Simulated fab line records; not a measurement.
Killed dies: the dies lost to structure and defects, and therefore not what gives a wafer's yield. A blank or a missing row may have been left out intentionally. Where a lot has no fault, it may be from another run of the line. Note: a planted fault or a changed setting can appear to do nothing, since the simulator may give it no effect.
Chamber matching -- flow nand_harc -- NHARC_A_WL_FILL_CMP_12 on cmp-01 has 4 sister chambers
The step polishes, t overpolish 30 s, target thk 100 nm. 30 wafers are shown with their chamber, then 12 later ones without.

## WAFERS PAIRED WITH THEIR CHAMBERS
wafer,chamber,motor_current_A (A),overpolish_run_s (s),time_to_endpoint_s (s)
L074.2,0,12.1,29.992,17.9
L074.3,1,12.7,30.007,16.1
L074.6,1,12.7,30.008,17.8
L077.1,0,11.7,29.992,21.7
L077.5,2,10.5,29.999,20.2
L077.6,1,13.4,29.994,19.6
L078.2,3,11.5,30.009,20.1
L078.5,0,12.9,30.002,20.1
L078.6,3,11.8,30.000,19.2
L080.1,3,11.3,29.994,19.4
L080.2,1,12.3,29.995,21.4
L080.6,1,12.6,29.999,22.2
L082.2,0,11.9,29.996,17.3
L082.3,3,11.3,30.000,16.0
L082.6,1,12.6,29.998,17.1
L082.1,1,13.0,29.998,16.0
L082.4,2,10.4,30.003,16.8
L082.5,0,12.3,29.985,18.2
L085.1,0,12.2,29.987,19.0
L085.2,2,9.8,30.006,16.1
L085.3,1,13.0,29.986,19.1
L088.1,2,10.3,29.992,16.3
L088.5,2,10.4,29.988,20.3
L088.6,1,12.4,29.982,16.6
L089.1,1,12.2,30.002,19.4
L089.2,0,11.5,30.010,17.0
L089.4,2,10.8,29.993,15.8
L092.1,1,12.8,29.995,18.8
L092.3,0,12.0,30.009,20.3
L092.4,3,11.4,30.006,18.7

SIGNATURES, as means of the wafers listed above
reading,chamber 0,chamber 1,chamber 2,chamber 3,scatter within a chamber
motor_current_A,12.075,12.700,10.367,11.460,0.349
overpolish_run_s,29.99663,29.99673,29.99683,30.00180,0.00791
time_to_endpoint_s,18.938,18.555,17.583,18.680,1.89
Rule: a wafer lies at a distance from a chamber equal to the root of the sum of squares, over the readings, of (its reading less the chamber's mean, divided by the reading's scatter). The wafer belongs to the nearest chamber; if the next one is less than 2 further off, it can't be placed. How the scatter is found: for the shown wafers, subtract from each reading the mean of its chamber, square and add these, divide the total by (wafers less chambers), then take the root.

## WAFERS MISSING THEIR CHAMBER
wafer,motor_current_A (A),overpolish_run_s (s),time_to_endpoint_s (s)
L093.1,12.2,30.004,17.3
L093.3,12.0,29.989,14.8
L093.4,10.0,29.988,15.2
L095.1,12.7,30.004,17.5
L095.4,12.2,30.014,18.3
L095.5,10.2,30.000,17.7
L097.3,12.7,30.006,19.0
L097.5,12.4,29.998,18.6
L097.6,11.4,29.995,16.4
L097.1,9.9,29.995,18.8
L097.2,11.6,29.993,16.8
L097.4,12.9,30.006,18.1

## WHICH CHAMBER EACH ONE RAN IN
wafer,from the rows above,in truth
L093.1,can't be placed: 0 or 1 or 3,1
L093.3,can't be placed: 0 or 1 or 3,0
L093.4,2,2
L095.1,can't be placed: 1 or 0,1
L095.4,can't be placed: 0 or 1 or 3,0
L095.5,2,2
L097.3,can't be placed: 1 or 0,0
L097.5,can't be placed: 1 or 0 or 3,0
L097.6,can't be placed: 3 or 0 or 2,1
L097.1,2,2
L097.2,can't be placed: 3 or 0 or 1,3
L097.4,can't be placed: 1 or 0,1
Correct placement for 3 of the 12. Unplaceable from these rows: 9, with the true chamber sitting among the candidates in 8. Number placed wrongly: 0.
